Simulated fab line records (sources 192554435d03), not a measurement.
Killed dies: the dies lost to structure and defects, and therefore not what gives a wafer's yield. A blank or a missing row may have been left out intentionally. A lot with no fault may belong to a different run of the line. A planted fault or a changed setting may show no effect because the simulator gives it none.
Matching of chambers	flow n5 finfet	N5_BEOL_M7_PECVD_70 on pecvd-02: 3 sister chambers
The step deposits SiO2 from TEOS/O2, target thk 20 nm, time 22.7 s. 3 wafers are shown with their chamber, then 8 later ones without.

WAFERS WITH THEIR CHAMBER
wafer	chamber	throttle valve pct (%)
L080.1	2	23.0
L080.5	1	22.9
L085.1	0	25.6

WAFERS WHOSE CHAMBER IS MISSING
wafer	throttle valve pct (%)
L085.3	23.1
L085.6	23.2
L093.3	25.5
L093.5	23.1
L093.6	25.8
L094.1	25.7
L094.3	22.9
L094.5	25.4

WHICH CHAMBER EACH ONE RAN IN
wafer	from the rows above	in truth
L085.3	can't be placed: 2 or 1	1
L085.6	can't be placed: 2 or 1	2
L093.3	0	0
L093.5	can't be placed: 2 or 1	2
L093.6	0	0
L094.1	0	0
L094.3	can't be placed: 1 or 2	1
L094.5	0	0
Correctly placed: 4 of 8. Unplaceable from these rows: 4, with the true chamber sitting among the candidates in 4. Placed wrongly: 0.
How it was worked out, from the rows above alone: a wafer's distance from a chamber is the root of the sum, over the readings, of the square of ((its reading less the chamber's mean) divided by the reading's scatter). If the next closest chamber is less than 2 further off than the closest, the wafer can't be placed; otherwise it belongs to the closest. The mean given for a chamber averages the wafers shown for that chamber. The scatter (one wafer shown for each chamber): square how far every hidden wafer sits from the nearest shown wafer, average those squares and take the square root.
